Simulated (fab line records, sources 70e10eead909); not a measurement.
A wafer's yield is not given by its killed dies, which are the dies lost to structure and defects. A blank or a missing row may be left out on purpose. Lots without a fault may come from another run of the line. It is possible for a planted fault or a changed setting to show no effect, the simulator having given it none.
fab line records | flow nandHarc
record: lots: 12 wafers: 36 lastDay: 25
route steps=1159 shown A_M1@1046 THIN_TSV@1152
lots untouched by any fault: they come from a run of this same line in which no faults occurred
startH: hours from the record's first day to the start of the lot's first wafer shown | waitH: hours elapsed since this lot's preceding step | " same as the row above | L1.1+2: several wafers, shown together as one row | - no value, or no start was given | * or withheld: withheld | < > ~ a bound
route shown NAME@n: NAME is a module with steps in the file, n the number in the route of the first one | usual: the fault-free wafers' mean and standard deviation | same: alike in all rows | chamber/n: place in a boat | sites: per-site readings | _std_site: their standard deviation | _edge_site: outer sites' mean less inner sites' | radiusMm: how far each site lies from the wafer's centre | mask NAME#n: copy n | behind: the tool/chamber that last shaped the wafer | hold: why the lot was held/for how many hours/how that ended | device: names the non-switching transistor (n, p or np) | end of line: the same wafers' tests at the end of the route | where a step has no rows: the recipe by itself | killed: dies that structure and defects cost at the first sort, which is not the same as the wafer's yield | map: per-die view of a wafer (x killed, . not killed, _ where there is no die)
set.NAME: the setting as run; set.NAME@STEP: as run at that earlier step | model.NAME: the simulator's own value behind a step, which no gauge read
steps of the route over a sample of lots; a table a step, a row a wafer
services: the hour from which a tool's chamber was out of use, counted from the record's first day as startH (under 0 if before that day), plus the number of hours and why
== steps ==
step: NHARC_A_M1_DEGAS_29
recipe: tempC: 250 timeS: 60
usual: heaterPowerW: 323/31
columns lot.wafer tool chamber startH waitH heaterPowerW
L385.2 pvdSputter-02 - 414.97 - 392
L385.5 " - " " 316
L385.6 " - " " 382
L386.1 pvdSputter-01 - 417.25 - 315
L386.2 " - " " 278
L386.5 " - " " 314
L389.3 pvdSputter-03 - 429.36 - 319
L389.1 " - " " 323
L389.5 " - " " 287
L390.4 pvdSputter-02 - 436.83 - 347
L390.6 " - " " 330
L390.5 " - " " 328
L392.2 pvdSputter-01 - 467.48 - 375
L392.5 " - " " 380
L392.6 " - " " 308
L395.2 pvdSputter-01 - 471.61 - 389
L395.3 " - " " 303
L395.6 " - " " 281
L394.3 pvdSputter-03 - 477.96 - 291
L394.1 " - " " 326
L394.6 " - " " 282
L396.3 pvdSputter-01 - 478.94 - 268
L396.2 " - " " 329
L396.4 " - " " 374
L401.4 pvdSputter-03 - 507.75 - 336
L401.5 " - " " 325
L401.6 " - " " 293
L405.2 pvdSputter-03 - 529.54 - 289
L405.1 " - " " 341
L405.6 " - " " 280
L406.4 pvdSputter-03 - 533.83 - 327
L406.5 " - " " 342
L406.6 " - " " 329
L404.4 pvdSputter-01 - 536.66 - 375
L404.3 " - " " 304
L404.2 " - " " 284
step: NHARC_A_M1_ANNEAL_31
recipe: tempC: 225 timeS: 90
usual: wafer_temp_C_max: 226.4/0.33
columns lot.wafer tool chamber startH waitH wafer_temp_C_max
L385.2 rtpAnneal-02 0 415.86 0.5 226.1
L385.5 " 0 " " 226.1
L385.6 " 0 " " 226.2
L386.1 rtpAnneal-02 0 418.02 0.4 226.6
L386.2 " 0 " " 226.8
L386.5 " 0 " " 226.4
L389.1 rtpAnneal-02 0 430.09 - 225.9
L389.3 " 0 " " 225.9
L389.5 " 0 " " 226.4
L390.4 rtpAnneal-01 0 437.71 0.3 226.5
L390.5 " 0 " " 226.6
L390.6 " 0 " " 226.9
L392.2 rtpAnneal-02 0 468.34 0.4 226.1
L392.5 " 0 " " 226.4
L392.6 " 0 " " 226.0
L395.2 rtpAnneal-02 0 472.38 - 226.2
L395.3 " 0 " " 226.9
L395.6 " 0 " " 226.6
L394.1 rtpAnneal-02 0 478.70 0.3 226.5
L394.3 " 0 " " 226.6
L394.6 " 0 " " 226.4
L396.2 rtpAnneal-02 0 479.73 0.4 226.2
L396.3 " 0 " " 225.9
L396.4 " 0 " " 226.0
L401.4 rtpAnneal-02 0 508.73 - 226.1
L401.5 " 0 " " 226.5
L401.6 " 0 " " 226.3
L405.1 rtpAnneal-01 0 530.29 0.3 226.7
L405.2 " 0 " " 226.2
L405.6 " 0 " " 227.1
L406.4 rtpAnneal-02 0 534.74 - 226.4
L406.5 " 0 " " 226.4
L406.6 " 0 " " 225.8
L404.2 rtpAnneal-01 0 537.45 0.4 226.1
L404.3 " 0 " " 226.9
L404.4 " 0 " " 226.2
step: NHARC_A_M1_DEP_33
recipe: targetThkA: 300 tempC: 370 targetThkNm: 30 pressureTorr: 3 flowSccm: 200 rfW: 450 material: SiCN
usual: heaterPowerW: 606/88 rfFwdPowerW: 449.4/1.2
columns lot.wafer tool chamber startH waitH heaterPowerW rfFwdPowerW
L385.2 pecvd-04 2 416.77 0.1 709 449.7
L385.5 " 2 " " 685 449.4
L385.6 " 1 " " 589 447.5
L386.1 pecvd-04 2 419.12 0.1 782 451.1
L386.2 " 1 " " 602 449.0
L386.5 " 0 " " 524 447.8
L389.3 pecvd-02 1 431.09 0.1 678 451.9
L389.1 " 2 " " 545 448.2
L389.5 " 1 " " 668 448.0
L390.4 pecvd-04 1 438.94 0.2 578 447.9
L390.5 " 2 " " 758 448.7
L390.6 " 0 " " 462 451.1
L392.2 pecvd-02 1 469.27 0.1 715 448.3
L392.5 " 2 " " 549 450.7
L392.6 " 0 " " 590 449.8
L395.3 pecvd-02 2 473.34 0.1 535 449.2
L395.2 " 0 " " 577 449.4
L395.6 " 1 " " 740 448.0
L394.3 pecvd-01 0 479.67 0.1 612 447.3
L394.1 " 1 " " 649 446.6
L394.6 " 0 " " 608 450.1
L396.3 pecvd-02 2 480.72 0.1 546 447.9
L396.2 " 0 " " 580 451.5
L396.4 " 2 " " 544 449.7
L401.6 pecvd-02 0 509.80 0.2 610 449.1
L401.4 " 1 " " 641 450.6
L401.5 " 2 " " 503 448.4
L405.2 pecvd-01 2 531.47 0.1 602 450.3
L405.1 " 1 " " 661 450.5
L405.6 " 0 " " 663 449.3
L406.5 pecvd-04 0 535.68 0.2 517 449.3
L406.4 " 1 " " 573 448.7
L406.6 " 2 " " 631 448.8
L404.2 pecvd-04 0 538.37 0.1 507 448.6
L404.3 " 1 " " 580 452.1
L404.4 " 2 " " 707 450.0
step: NHARC_THIN_TSV_ETCH_36
recipe: targetDepthA: 650 overEtchFrac: 0.3 timeS: 18.571 ionEnergyEv: 150 chemistry: Cl2/BCl3
usual: chamberPressureMTorr: 10.001/0.0091 drypumpMotorCurrentA: 5.8/0.42 oesProductAu: 1.007/0.0089 runLengthS: 40.2/0.36
columns lot.wafer tool chamber startH waitH chamberPressureMTorr drypumpMotorCurrentA oesProductAu rfHoursCounterH runLengthS
L386.2 rieMetal-01 0 443.37 0.2 9.998 5.8 1.012 3.0 40.1
L386.1 " 1 " " 10.007 5.9 1.015 3.0 41.1
L386.5 " 0 " " 10.005 5.8 1.009 - 39.9
L385.2 rieMetal-03 1 445.76 0.2 10.005 5.0 0.998 4.2 40.1
L385.5 " 0 " " 10.010 6.2 0.997 - 40.6
L385.6 " 1 " " 9.992 4.9 0.985 - 40.0
L389.1 rieMetal-01 1 456.28 0.2 9.998 5.9 1.015 3.7 40.8
L389.3 " 0 " " 9.991 5.8 1.012 - 40.2
L389.5 " 1 " " 10.007 5.9 1.022 - 40.6
L390.4 rieMetal-03 1 465.20 0.1 10.014 5.0 0.994 - 39.9
L390.5 " 0 " " 9.998 6.2 1.010 - 40.9
L390.6 " 1 " " 10.002 5.0 0.996 - 40.3
L392.2 rieMetal-03 0 493.88 0.2 10.009 6.2 1.018 1.0 40.5
L392.5 " 0 " " 9.997 6.2 1.008 - 40.7
L392.6 " 1 " " 10.008 4.9 1.001 - 39.6
L395.2 rieMetal-03 1 495.33 0.2 10.007 4.9 0.999 1.1 39.8
L395.3 " 0 " " 10.009 6.2 1.016 - 40.3
L395.6 " 1 " " 10.000 4.9 0.996 - 39.7
L394.1 rieMetal-01 1 503.98 0.2 10.002 5.9 1.014 4.8 40.5
L394.3 " 1 " " 10.004 5.9 1.017 - 40.7
L394.6 " 0 " " 9.991 5.8 1.017 - 40.2
L396.2 rieMetal-03 1 504.85 0.2 10.004 5.0 1.005 1.3 39.8
L396.4 " 1 " " 9.993 4.9 1.008 - 39.7
L396.3 " 0 " " 10.002 6.2 1.011 - 40.3
L401.4 rieMetal-01 1 537.74 0.1 10.014 5.9 1.009 - 40.9
L401.5 " 0 " " 10.010 5.8 0.996 - 40.1
L401.6 " 1 " " 10.002 5.9 1.003 - 40.5
L405.1 rieMetal-03 1 568.31 0.2 10.008 5.0 1.002 3.2 34.9
L405.2 " 0 " " 10.011 6.1 1.003 3.3 35.0
L405.6 " 0 " " 10.000 6.2 1.015 - 35.4
L406.4 rieMetal-01 0 569.03 0.2 10.018 5.8 1.003 - 40.1
L406.5 " 0 " " 9.988 5.8 0.991 - 40.4
L406.6 " 1 " " 10.007 5.9 1.004 - 40.8
L404.2 rieMetal-03 0 570.14 0.2 10.008 6.2 1.010 3.5 35.3
L404.4 " 0 " " 10.004 6.2 1.021 - 34.9
L404.3 " 1 " " 10.014 5.0 0.986 - 34.6
== services ==
columns tool chamber startH hours kind
pvdSputter-02 - 392.00 10.0 pm
pecvd-01 - 418.33 13.0 pm
pvdSputter-01 - 428.03 5.5 repair
pecvd-04 1 432.72 5.4 repair
rieMetal-03 - 453.00 9.0 pm
rieMetal-03 0 453.00 9.0 ventCycle
rieMetal-03 1 453.00 9.0 ventCycle
pvdSputter-03 - 458.09 10.0 pm
rieMetal-03 0 462.00 - clean
rieMetal-03 1 462.00 - clean
pecvd-01 2 466.83 5.4 repair
rieMetal-03 1 470.25 6.7 repair
pecvd-02 - 493.03 0.6 repair
rieMetal-01 - 509.00 9.0 pm
rieMetal-01 0 509.00 9.0 ventCycle
rieMetal-01 1 509.00 9.0 ventCycle
pvdSputter-01 - 514.00 10.0 pm
pecvd-02 - 515.00 13.0 pm
pecvd-02 0 515.00 13.0 ventCycle
pecvd-02 1 515.00 13.0 ventCycle
pecvd-02 2 515.00 13.0 ventCycle
rieMetal-01 0 518.00 - clean
pecvd-04 - 557.36 13.0 pm
pvdSputter-02 - 570.00 10.0 pm
== key ==
firstSign: step: NHARC_THIN_TSV_ETCH_36 reading: runLengthS direction: down sigmas: 14 usual: * struck: *
effect none on later readings
metAt NHARC_THIN_TSV_ETCH_36
struckLots L404,L405
notActingAt NHARC_A_M1_DEGAS_29,NHARC_A_M1_ANNEAL_31,NHARC_A_M1_DEP_33
onsetBetween 504.85 568.31
fault: kind: processParameterDrift tool: rieMetal-03 chamber: - onsetH: 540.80 steps: NHARC_THIN_TSV_ETCH_36 channel: timeS offset: * shape: step endH: 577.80 actsIn: * stated: *
